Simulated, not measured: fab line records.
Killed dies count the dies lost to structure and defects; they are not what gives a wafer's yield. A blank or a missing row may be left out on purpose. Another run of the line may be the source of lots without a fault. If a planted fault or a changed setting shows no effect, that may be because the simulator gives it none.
Chamber matching / flow n5_finfet / N5_BEOL_M5_STRIP_19 on rie_diel-04: 4 sister chambers
The step strips in O2. 8 wafers are shown with their chamber, then 7 later ones without.

== EACH WAFER AND ITS CHAMBER ==
wafer=L246.4; chamber=2; throttle_valve_pct (%)=16.47; showerhead_plenum_p_Torr (Torr)=2.05
wafer=L251.1; chamber=2; throttle_valve_pct (%)=16.47; showerhead_plenum_p_Torr (Torr)=2.04
wafer=L251.3; chamber=1; throttle_valve_pct (%)=16.63; showerhead_plenum_p_Torr (Torr)=2.17
wafer=L251.4; chamber=3; throttle_valve_pct (%)=16.95; showerhead_plenum_p_Torr (Torr)=2.06
wafer=L249.5; chamber=3; throttle_valve_pct (%)=16.96; showerhead_plenum_p_Torr (Torr)=2.06
wafer=L249.6; chamber=0; throttle_valve_pct (%)=17.07; showerhead_plenum_p_Torr (Torr)=2.06
wafer=L253.3; chamber=0; throttle_valve_pct (%)=17.06; showerhead_plenum_p_Torr (Torr)=2.06
wafer=L253.4; chamber=1; throttle_valve_pct (%)=16.63; showerhead_plenum_p_Torr (Torr)=2.17

== WAFERS WITH NO CHAMBER GIVEN ==
wafer=L253.6; throttle_valve_pct (%)=17.05; showerhead_plenum_p_Torr (Torr)=2.06
wafer=L254.1; throttle_valve_pct (%)=16.49; showerhead_plenum_p_Torr (Torr)=2.04
wafer=L254.4; throttle_valve_pct (%)=16.50; showerhead_plenum_p_Torr (Torr)=2.04
wafer=L254.5; throttle_valve_pct (%)=16.66; showerhead_plenum_p_Torr (Torr)=2.16
wafer=L255.1; throttle_valve_pct (%)=16.49; showerhead_plenum_p_Torr (Torr)=2.06
wafer=L255.3; throttle_valve_pct (%)=16.67; showerhead_plenum_p_Torr (Torr)=2.16
wafer=L255.5; throttle_valve_pct (%)=16.52; showerhead_plenum_p_Torr (Torr)=2.04

== CHAMBER TAKEN BY EACH ==
wafer=L253.6; from the rows above=0; in truth=0
wafer=L254.1; from the rows above=2; in truth=2
wafer=L254.4; from the rows above=2; in truth=2
wafer=L254.5; from the rows above=1; in truth=1
wafer=L255.1; from the rows above=2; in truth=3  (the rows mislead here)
wafer=L255.3; from the rows above=1; in truth=1
wafer=L255.5; from the rows above=2; in truth=2
6 of 7 placed correctly. Can't be placed from these rows: 0. 1 placed wrongly.
How it was worked out, from the rows above alone: a wafer's distance from a chamber is the root of the sum, over the readings, of the square of ((its reading less the chamber's mean) divided by the reading's scatter). If the next closest chamber is less than 2 further off than the closest, the wafer can't be placed; otherwise it belongs to the closest. The mean given for a chamber averages the wafers shown for that chamber. The scatter: take each reading less its chamber's mean, square it, sum over the shown wafers, divide by the number of wafers less the number of chambers, and take the root.
